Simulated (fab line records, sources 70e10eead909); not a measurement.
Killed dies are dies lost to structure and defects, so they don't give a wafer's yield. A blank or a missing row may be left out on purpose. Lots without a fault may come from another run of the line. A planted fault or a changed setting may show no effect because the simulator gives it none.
fab line records | flow nand_harc | part 1 of 2: steps 1 to 30 of 46
record lots=5 wafers=15 last_day=32
route steps=1302 shown P_GATE@186 P_CONTACT@217
lots that met no fault: from a run of the same line without faults
start_h: hours from the record's first day to the start of the lot's first wafer shown | wait_h: hours since the lot's step before | " the same as in the row above | L1.1+2: a row that stands for several wafers | - no value, or no start given | * or withheld: withheld | < > ~ a bound
route shown NAME@n: a module of which the file shows steps, and the number in the route of the first | usual: mean/standard deviation of fault-free wafers | same: alike in all rows | chamber/n: place in a boat | sites: the reading at each site | _std_site: their standard deviation | _edge_site: outer sites' mean less inner sites' | radius_mm: how far each site lies from the wafer's centre | mask NAME#n: copy n | behind: the tool/chamber that last shaped the wafer | hold: why the lot was held/for how many hours/how that ended | device: the transistor (n, p or np) that didn't switch | end of line: the same wafers' tests at the end of the route | a step without rows: its recipe alone | killed: dies lost to structure and defects at the first sort, not the wafer's yield | map: a wafer's dies, x killed, . not, _ none there
set.NAME: the setting as run; set.NAME@STEP: as run at that earlier step | model.NAME: the simulator's own value behind a step, which no gauge read
lots at some steps of the route; a table a step, a row a wafer
services: from which hour (start_h, from the record's first day; less than 0 if before it) a tool's chamber was out of use, for how many hours, and why
## steps
# step NHARC_P_GATE_HARDBAKE_60
# recipe temp_c=125 time_s=80
# columns lot.wafer tool chamber start_h wait_h
L077.2+3+4 litho_track-02 0 146.79 -
L080.1+2+4 litho_track-07 0 170.19 -
L087.1+4+5 litho_track-02 0 245.19 -
L093.3+5+6 litho_track-03 0 297.83 -
L095.1+2+4 litho_track-03 0 326.27 -
# step NHARC_P_GATE_DESCUM_61
# recipe time_s=3 o2_flow_sccm=200 ar_flow_sccm=0 bias_power_w=0 chemistry=O2
# usual drypump_motor_current_A=5.7/0.37 oes_product_au=1.000/0.0087 rf_vpp_V=57.9/0.86 showerhead_plenum_p_Torr=1.93/0.071 throttle_valve_pct=11.309/0.0082
# columns lot.wafer tool chamber start_h wait_h drypump_motor_current_A oes_product_au rf_hours_counter_h rf_vpp_V showerhead_plenum_p_Torr throttle_valve_pct
L077.3 rie_diel-01 2 146.86 - 5.6 0.993 7.0 58.2 1.89 11.309
L077.2 " 0 " " 6.0 0.992 7.3 57.6 1.94 11.319
L077.4 " 1 " " 6.2 0.999 6.7 57.8 1.85 11.294
L080.2 rie_diel-04 1 170.28 - 5.7 1.019 7.7 58.2 1.92 11.304
L080.1 " 2 " " 5.0 0.989 6.9 57.3 2.01 11.312
L080.4 " 0 " " 5.4 0.994 8.5 59.1 2.01 11.296
L087.4 rie_diel-04 1 245.28 - 5.7 0.981 3.8 59.9 1.92 11.318
L087.1 " 3 " " 6.1 0.994 2.7 57.6 2.06 11.310
L087.5 " 1 " " 5.7 0.995 - 58.7 1.92 11.315
L093.3 rie_diel-01 0 297.92 - 6.1 1.004 3.3 58.5 1.94 11.313
L093.5 " 3 " " 5.9 1.015 - 57.1 1.88 11.294
L093.6 " 0 " " 6.0 1.000 - 57.9 1.94 11.307
L095.1 rie_diel-10 3 326.36 - 5.6 0.997 3.3 58.4 1.96 11.301
L095.4 " 0 " " 6.2 1.000 4.0 57.6 1.89 11.303
L095.2 " 1 " " 5.7 0.978 3.9 57.5 1.80 11.315
# step NHARC_P_GATE_IMPLANT_62
# recipe energy_kev=20 dose_cm2=3e+15 tilt_deg=7
# usual beam_energy_keV=20.000/0.0065
# columns lot.wafer tool chamber start_h wait_h beam_energy_keV
L077.2 implanter-01 0 147.04 0.1 20.001
L077.3 " 0 " " 19.990
L077.4 " 0 " " 19.998
L080.1 implanter-02 0 170.42 0.1 19.995
L080.2 " 0 " " 20.001
L080.4 " 0 " " 20.010
L087.1 implanter-01 0 245.42 0.1 20.000
L087.4 " 0 " " 20.009
L087.5 " 0 " " 20.011
L093.3 implanter-02 0 298.11 0.2 20.007
L093.5 " 0 " " 19.995
L093.6 " 0 " " 20.000
L095.1 implanter-02 0 326.50 0.1 20.010
L095.2 " 0 " " 19.994
L095.4 " 0 " " 20.002
# step NHARC_P_GATE_STRIP_112
# recipe power_w=1500 temp_c=110 time_s=200 chemistry=N2/H2
# usual drypump_motor_current_A=5.72/0.26 heater_power_w=87.5/2.8
# columns lot.wafer tool chamber start_h wait_h drypump_motor_current_A heater_power_w rf_hours_counter_h
L077.2 plasma_asher-02 0 147.28 0.2 5.42 88.9 13
L077.3 " 1 " " 5.96 82.5 -
L077.4 " 0 " " 5.41 89.0 -
L080.2 plasma_asher-02 1 170.87 0.4 6.00 80.6 19
L080.1 " 0 " " 5.37 85.6 19
L080.4 " 1 " " 6.00 83.7 -
L087.1 plasma_asher-01 0 245.64 0.2 5.48 87.2 15
L087.4 " 0 " " 5.50 89.9 -
L087.5 " 1 " " 6.00 90.4 -
L093.3 plasma_asher-01 0 298.41 0.3 5.51 89.4 -
L093.5 " 1 " " 5.98 86.7 -
L093.6 " 0 " " 5.50 89.1 -
L095.1 plasma_asher-02 0 326.72 0.2 5.41 90.4 14
L095.2 " 1 " " 6.00 84.2 14
L095.4 " 0 " " 5.40 92.4 -
# step NHARC_P_GATE_STRIP_76
# recipe power_w=1500 temp_c=250 chemistry=O2
# usual drypump_motor_current_A=5.72/0.26 heater_power_w=327/10
# columns lot.wafer tool chamber start_h wait_h drypump_motor_current_A heater_power_w rf_hours_counter_h
L077.2 plasma_asher-02 0 147.50 0.2 5.38 332 13
L077.3 " 1 " " 5.97 323 -
L077.4 " 0 " " 5.42 334 -
L080.2 plasma_asher-02 1 171.13 0.2 5.98 303 19
L080.1 " 0 " " 5.41 327 19
L080.4 " 1 " " 6.00 310 -
L087.1 plasma_asher-01 0 245.90 0.2 5.51 335 15
L087.4 " 0 " " 5.51 327 -
L087.5 " 1 " " 5.99 332 -
L093.3 plasma_asher-01 0 298.57 0.1 5.50 334 -
L093.5 " 1 " " 5.99 334 -
L093.6 " 0 " " 5.52 331 -
L095.1 plasma_asher-02 0 326.98 0.2 5.39 338 14
L095.2 " 1 " " 6.00 323 14
L095.4 " 0 " " 5.40 344 -
# step NHARC_P_GATE_STRIP_63
# recipe time_s=900 temp_c=130 chemistry=SPM
# columns lot.wafer tool chamber start_h wait_h
L077.4+3+2 wet_bench-05 1,2,5 147.64 0.1
L080.2+1+4 wet_bench-06 6,1,2 171.29 0.1
L087.1+4+5 wet_bench-06 2,3,6 246.04 0.1
L093.6+3+5 wet_bench-09 0,1,3 298.69 0.1
L095.1+4+2 wet_bench-05 0,2,3 327.14 0.1
# step NHARC_P_GATE_DEHYDRATE_83
# recipe temp_c=150 time_s=120
# columns lot.wafer tool chamber start_h wait_h
L077.2+3+4 litho_track-02 0 147.98 -
L080.1+2+4 litho_track-03 0 171.63 -
L087.1+4+5 litho_track-03 0 246.40 -
L093.3+5+6 litho_track-02 0 299.04 -
L095.1+2+4 litho_track-02 0 327.48 -
# step NHARC_P_GATE_HMDS_84
# recipe time_s=30
# columns lot.wafer tool chamber start_h wait_h
L077.2+3+4 litho_track-02 0 - -
L080.1+2+4 litho_track-03 0 - -
L087.1+4+5 litho_track-03 0 - -
L093.3+5+6 litho_track-02 0 - -
L095.1+2+4 litho_track-02 0 - -
# step NHARC_P_GATE_COAT_85
# recipe spin_rpm=3000
# columns lot.wafer tool chamber start_h wait_h
L077.2+3+4 litho_track-02 0 - -
L080.1+2+4 litho_track-03 0 - -
L087.1+4+5 litho_track-03 0 - -
L093.3+5+6 litho_track-02 0 - -
L095.1+2+4 litho_track-02 0 - -
# step NHARC_P_GATE_SOFTBAKE_86
# recipe temp_c=122 time_s=95
# columns lot.wafer tool chamber start_h wait_h
L077.2+3+4 litho_track-02 0 - -
L080.1+2+4 litho_track-03 0 - -
L087.1+4+5 litho_track-03 0 - -
L093.3+5+6 litho_track-02 0 - -
L095.1+2+4 litho_track-02 0 - -
# step NHARC_P_GATE_EBR_87
# columns lot.wafer tool chamber start_h wait_h
L077.2+3+4 litho_track-02 0 - -
L080.1+2+4 litho_track-03 0 - -
L087.1+4+5 litho_track-03 0 - -
L093.3+5+6 litho_track-02 0 - -
L095.1+2+4 litho_track-02 0 - -
# step NHARC_P_GATE_EXPOSE_88
# recipe na=0.6 target_cd_nm=2000 dose_mj=11.87 mask_id=P_HVN
# usual focus_offset_nm=0.0/0.49
# columns lot.wafer tool chamber start_h wait_h mask focus_offset_nm
L077.2 krf_scanner-02 0 148.26 - P_HVN#0 0.2
L077.3 " 0 " " P_HVN#0 -0.2
L077.4 " 0 " " P_HVN#0 0.0
L080.1 krf_scanner-02 0 171.90 - P_HVN#0 1.1
L080.2 " 0 " " P_HVN#0 0.0
L080.4 " 0 " " P_HVN#0 -0.4
L087.1 krf_scanner-03 0 246.67 - P_HVN#0 0.1
L087.4 " 0 " " P_HVN#0 0.0
L087.5 " 0 " " P_HVN#0 -0.4
L093.3 krf_scanner-02 0 299.19 - P_HVN#0 0.6
L093.5 " 0 " " P_HVN#0 0.3
L093.6 " 0 " " P_HVN#0 0.6
L095.1 krf_scanner-02 0 327.74 - P_HVN#0 -0.1
L095.2 " 0 " " P_HVN#0 0.4
L095.4 " 0 " " P_HVN#0 0.6
# step NHARC_P_GATE_PEB_89
# recipe peb_temp_c=118 peb_time_s=85
# columns lot.wafer tool chamber start_h wait_h
L077.2+3+4 litho_track-02 0 148.32 0.1
L080.1+2+4 litho_track-03 0 171.97 0.1
L087.1+4+5 litho_track-02 0 246.74 0.1
L093.3+5+6 litho_track-02 0 299.25 0.1
L095.1+2+4 litho_track-07 0 327.81 0.1
# step NHARC_P_GATE_DEVELOP_90
# recipe time_s=70
# columns lot.wafer tool chamber start_h wait_h
L077.2+3+4 litho_track-02 0 - -
L080.1+2+4 litho_track-03 0 - -
L087.1+4+5 litho_track-02 0 - -
L093.3+5+6 litho_track-02 0 - -
L095.1+2+4 litho_track-07 0 - -
# step NHARC_P_GATE_CD_MEAS_91
# recipe target_cd_nm=2000 landing_energy_ev=500
# usual cd_nm=1999.4/1.8
# columns lot.wafer tool chamber start_h wait_h cd_nm
L077.2 cd_sem-01 0 148.41 - 2001.0
L077.3 " 0 " " 2000.6
L077.4 " 0 " " 1997.2
L080.1 cd_sem-01 0 172.06 - 1997.1
L080.2 " 0 " " 1998.8
L080.4 " 0 " " 1997.1
L087.1 cd_sem-02 0 246.83 - 1999.6
L087.4 " 0 " " 2002.3
L087.5 " 0 " " 2001.2
L093.3 cd_sem-01 0 299.34 - 2001.0
L093.5 " 0 " " 2000.6
L093.6 " 0 " " 2000.8
L095.1 cd_sem-01 0 327.90 - 2006.0
L095.2 " 0 " " 2000.4
L095.4 " 0 " " 2000.6
# step NHARC_P_GATE_HARDBAKE_92
# recipe temp_c=125 time_s=80
# columns lot.wafer tool chamber start_h wait_h
L077.2+3+4 litho_track-02 0 148.49 -
L080.1+2+4 litho_track-03 0 172.14 -
L087.1+4+5 litho_track-07 0 246.91 -
L093.3+5+6 litho_track-02 0 299.42 -
L095.1+2+4 litho_track-03 0 327.98 -
# step NHARC_P_GATE_DESCUM_93
# recipe time_s=3 o2_flow_sccm=200 ar_flow_sccm=0 bias_power_w=0 chemistry=O2
# usual drypump_motor_current_A=5.7/0.39 oes_product_au=1.003/0.0088 rf_vpp_V=57.9/0.88 showerhead_plenum_p_Torr=1.95/0.072 throttle_valve_pct=11.310/0.0099
# columns lot.wafer tool chamber start_h wait_h drypump_motor_current_A oes_product_au rf_hours_counter_h rf_vpp_V showerhead_plenum_p_Torr throttle_valve_pct
L077.3 rie_diel-10 0 148.57 - 6.2 0.986 3.1 57.5 1.89 11.313
L077.2 " 1 " " 5.7 1.003 3.9 57.3 1.80 11.305
L077.4 " 3 " " 5.6 1.017 3.3 57.2 1.96 11.293
L080.1 rie_diel-04 1 172.22 - 5.7 1.024 7.8 58.8 1.92 11.310
L080.2 " 2 " " 5.0 0.987 7.0 58.1 2.01 11.312
L080.4 " 3 " " 6.1 1.017 7.4 57.5 2.06 11.319
L087.1 rie_diel-01 0 246.99 - 6.0 1.003 0.8 57.4 1.94 11.322
L087.4 " 2 " " 5.6 0.991 0.4 57.2 1.89 11.319
L087.5 " 0 " " 6.0 1.007 - 56.1 1.94 11.336
L093.3 rie_diel-04 3 299.51 - 6.1 0.995 6.2 57.8 2.06 11.313
L093.5 " 2 " " 5.0 0.997 - 56.4 2.01 11.314
L093.6 " 3 " " 6.1 0.993 - 57.7 2.06 11.330
L095.1 rie_diel-01 2 328.06 - 5.5 1.005 6.4 57.0 1.89 11.309
L095.2 " 3 " " 5.9 1.010 6.8 57.6 1.88 11.290
L095.4 " 1 " " 6.2 0.996 6.9 56.6 1.84 11.302
# step NHARC_P_GATE_IMPLANT_94
# recipe energy_kev=60 dose_cm2=2e+15 tilt_deg=7
# usual beam_energy_keV=59.999/0.018
# columns lot.wafer tool chamber start_h wait_h beam_energy_keV
L077.2 implanter-01 0 148.74 0.2 60.008
L077.3 " 0 " " 59.988
L077.4 " 0 " " 60.008
L080.1 implanter-01 0 172.37 0.1 60.011
L080.2 " 0 " " 60.005
L080.4 " 0 " " 60.015
L087.1 implanter-01 0 247.14 0.1 59.963
L087.4 " 0 " " 59.979
L087.5 " 0 " " 59.986
L093.3 implanter-02 0 299.70 0.2 59.979
L093.5 " 0 " " 60.015
L093.6 " 0 " " 59.996
L095.1 implanter-02 0 328.21 0.1 60.013
L095.2 " 0 " " 59.999
L095.4 " 0 " " 59.982
# step NHARC_P_GATE_STRIP_113
# recipe power_w=1500 temp_c=110 time_s=740 chemistry=N2/H2
# usual drypump_motor_current_A=5.72/0.26 heater_power_w=87.5/2.5
# columns lot.wafer tool chamber start_h wait_h drypump_motor_current_A heater_power_w rf_hours_counter_h
L077.2 plasma_asher-01 0 149.05 0.3 5.52 89.4 32
L077.3 " 1 " " 5.99 87.8 -
L077.4 " 0 " " 5.52 88.7 -
L080.1 plasma_asher-02 0 172.59 0.2 5.41 88.3 19
L080.2 " 1 " " 6.00 84.5 19
L080.4 " 1 " " 5.98 83.3 -
L087.1 plasma_asher-02 1 247.36 0.2 5.97 81.6 34
L087.4 " 0 " " 5.39 87.7 -
L087.5 " 0 " " 5.40 88.4 -
L093.3 plasma_asher-01 1 300.23 0.5 5.97 88.4 -
L093.5 " 0 " " 5.51 86.3 -
L093.6 " 1 " " 5.97 90.7 -
L095.1 plasma_asher-01 0 328.43 0.2 5.51 87.3 31
L095.2 " 1 " " 6.00 87.8 31
L095.4 " 1 " " 5.98 89.9 -
# step NHARC_P_GATE_STRIP_95
# recipe power_w=1500 temp_c=250 chemistry=O2
# usual drypump_motor_current_A=5.72/0.26 heater_power_w=327/10
# columns lot.wafer tool chamber start_h wait_h drypump_motor_current_A heater_power_w rf_hours_counter_h
L077.2 plasma_asher-01 0 149.65 0.5 5.51 331 32
L077.3 " 1 " " 5.99 331 -
L077.4 " 0 " " 5.52 347 -
L080.1 plasma_asher-02 0 173.30 0.6 5.39 327 20
L080.2 " 1 " " 5.98 309 20
L080.4 " 1 " " 5.98 311 -
L087.1 plasma_asher-02 1 248.08 0.6 5.95 308 35
L087.4 " 0 " " 5.46 336 -
L087.5 " 0 " " 5.40 328 -
L093.3 plasma_asher-01 1 300.62 0.3 6.00 329 -
L093.5 " 0 " " 5.50 330 -
L093.6 " 1 " " 5.98 332 -
L095.1 plasma_asher-01 0 329.15 0.6 5.52 323 31
L095.2 " 1 " " 5.97 340 31
L095.4 " 1 " " 5.98 327 -
# step NHARC_P_GATE_STRIP_96
# recipe time_s=900 temp_c=130 chemistry=SPM
# columns lot.wafer tool chamber start_h wait_h
L077.3+4+2 wet_bench-06 6,2,3 149.86 0.2
L080.2+1+4 wet_bench-06 2,3,4 173.53 0.2
L087.4+5+1 wet_bench-06 0,2,3 248.33 0.2
L093.6+5+3 wet_bench-09 1,3,6 300.80 0.1
L095.2+1+4 wet_bench-09 6,0,1 329.36 0.2
# step NHARC_P_GATE_RTA_64
# recipe temp_c=1050 time_s=1
# usual lamp_power_pct=36.3/0.66 lamp_zone_5_pct=36.3/0.66 wafer_temp_C_max=1054.1/0.77
# columns lot.wafer tool chamber start_h wait_h lamp_power_pct lamp_zone_5_pct wafer_temp_C_max
L077.2 rtp_anneal-01 0 150.23 - 37.0 37.0 1054.1
L077.3 " 0 " " 36.9 37.0 1054.7
L077.4 " 0 " " 37.0 37.0 1053.8
L080.1 rtp_anneal-02 0 173.86 - 35.6 35.6 1053.8
L080.2 " 0 " " 35.6 35.7 1054.8
L080.4 " 0 " " 35.7 35.6 1053.2
L087.1 rtp_anneal-02 0 248.66 - 35.6 35.7 1054.1
L087.4 " 0 " " 35.6 35.6 1053.9
L087.5 " 0 " " 35.6 35.6 1053.5
L093.3 rtp_anneal-01 0 301.22 - 36.9 36.9 1055.2
L093.5 " 0 " " 36.9 36.9 1054.1
L093.6 " 0 " " 37.0 36.8 1053.6
L095.1 rtp_anneal-01 0 329.71 - 37.0 37.0 1054.9
L095.2 " 0 " " 37.0 36.9 1054.1
L095.4 " 0 " " 37.0 37.0 1053.2
# step NHARC_P_GATE_ETCH_77
# recipe target_depth_a=60 chemistry=dHF material=SiO2
# columns lot.wafer tool chamber start_h wait_h
L077.4+3+2 wet_bench-06 1,3,5 150.41 0.1
L080.4+1+2 wet_bench-09 7,1,2 174.07 0.1
L087.1+5+4 wet_bench-09 5,0,2 248.86 0.2
L093.5+6+3 wet_bench-06 1,3,6 301.36 0.1
L095.1+2+4 wet_bench-06 6,1,3 329.91 0.2
# step NHARC_P_GATE_DEGAS_109
# recipe temp_c=300 time_s=60
# usual heater_power_w=457/44
# columns lot.wafer tool chamber start_h wait_h heater_power_w
L077.3 pvd_sputter-01 - 150.51 0.1 479
L077.2 " - " " 434
L077.4 " - " " 441
L080.1 pvd_sputter-01 - 174.17 0.1 428
L080.2 " - " " 460
L080.4 " - " " 471
L087.1 pvd_sputter-03 - 248.98 0.1 402
L087.4 " - " " 503
L087.5 " - " " 411
L093.3 pvd_sputter-03 - 301.47 0.1 419
L093.5 " - " " 420
L093.6 " - " " 410
L095.1 pvd_sputter-01 - 330.02 0.1 492
L095.4 " - " " 474
L095.2 " - " " 410
# step NHARC_P_GATE_PRE_CLEAN_110
# recipe time_s=30 bias_v=200 gas=Ar
# columns lot.wafer tool chamber start_h wait_h
L077.3+4+2 pvd_sputter-01 - - -
L080.4+1+2 pvd_sputter-01 - - -
L087.1+4+5 pvd_sputter-03 - - -
L093.3+5+6 pvd_sputter-03 - - -
L095.4+2+1 pvd_sputter-01 - - -
# step NHARC_P_GATE_SPUTTER_78
# recipe target_thk_a=100 material=Ni
# columns lot.wafer tool chamber start_h wait_h
L077.4+2+3 pvd_sputter-01 - - -
L080.4+1+2 pvd_sputter-01 - - -
L087.4+1+5 pvd_sputter-03 - - -
L093.3+6+5 pvd_sputter-03 - - -
L095.2+4+1 pvd_sputter-01 - - -
# step NHARC_P_GATE_SPUTTER_79
# recipe target_thk_a=100 material=TiN
# columns lot.wafer tool chamber start_h wait_h
L077.4+3+2 pvd_sputter-01 - - -
L080.1+2+4 pvd_sputter-01 - - -
L087.4+1+5 pvd_sputter-03 - - -
L093.3+6+5 pvd_sputter-03 - - -
L095.1+4+2 pvd_sputter-01 - - -
# step NHARC_P_GATE_RTA_80
# recipe temp_c=300 time_s=30
# usual lamp_power_pct=2.17/0.039 wafer_temp_C_max=301.13/0.24
# same lamp_zone_5_pct=2.20
# columns lot.wafer tool chamber start_h wait_h lamp_power_pct wafer_temp_C_max
L077.2 rtp_anneal-01 0 150.83 - 2.20 301.12
L077.3 " 0 " " 2.20 301.01
L077.4 " 0 " " 2.20 300.38
L080.1 rtp_anneal-01 0 174.46 - 2.20 300.98
L080.2 " 0 " " 2.20 301.01
L080.4 " 0 " " 2.20 300.75
L087.1 rtp_anneal-01 0 249.26 - 2.20 301.01
L087.4 " 0 " " 2.20 301.45
L087.5 " 0 " " 2.20 301.50
L093.3 rtp_anneal-01 0 301.82 - 2.20 301.22
L093.5 " 0 " " 2.20 300.98
L093.6 " 0 " " 2.21 300.91
L095.1 rtp_anneal-01 0 330.31 - 2.20 301.21
L095.2 " 0 " " 2.20 301.54
L095.4 " 0 " " 2.20 301.48
# step NHARC_P_GATE_STRIP_67
# recipe time_s=600 temp_c=130 chemistry=SPM
# columns lot.wafer tool chamber start_h wait_h
L077.3+2+4 wet_bench-09 5,6,7 151.02 0.1
L080.1+2+4 wet_bench-05 7,0,3 174.67 0.2
L087.1+4+5 wet_bench-06 3,5,7 249.47 0.2
L093.6+3+5 wet_bench-09 6,7,2 301.97 0.0
L095.1+2+4 wet_bench-09 1,2,5 330.51 0.2
# step NHARC_P_GATE_RTA_82
# recipe temp_c=450 time_s=30
# usual lamp_power_pct=4.25/0.078 lamp_zone_5_pct=4.26/0.078 wafer_temp_C_max=451.6/0.36
# columns lot.wafer tool chamber start_h wait_h lamp_power_pct lamp_zone_5_pct wafer_temp_C_max
L077.2 rtp_anneal-02 0 151.29 - 4.17 4.18 451.2
L077.3 " 0 " " 4.17 4.19 451.1
L077.4 " 0 " " 4.17 4.18 452.1
L080.1 rtp_anneal-01 0 174.92 - 4.33 4.35 451.8
L080.2 " 0 " " 4.32 4.35 451.1
L080.4 " 0 " " 4.32 4.34 451.4
L087.1 rtp_anneal-02 0 249.72 - 4.18 4.19 452.0
L087.4 " 0 " " 4.17 4.19 451.1
L087.5 " 0 " " 4.17 4.19 452.1
L093.3 rtp_anneal-02 0 302.28 - 4.17 4.19 451.6
L093.5 " 0 " " 4.17 4.19 451.7
L093.6 " 0 " " 4.16 4.19 451.2
L095.1 rtp_anneal-01 0 330.77 - 4.33 4.34 452.3
L095.2 " 0 " " 4.33 4.34 451.7
L095.4 " 0 " " 4.33 4.34 452.2
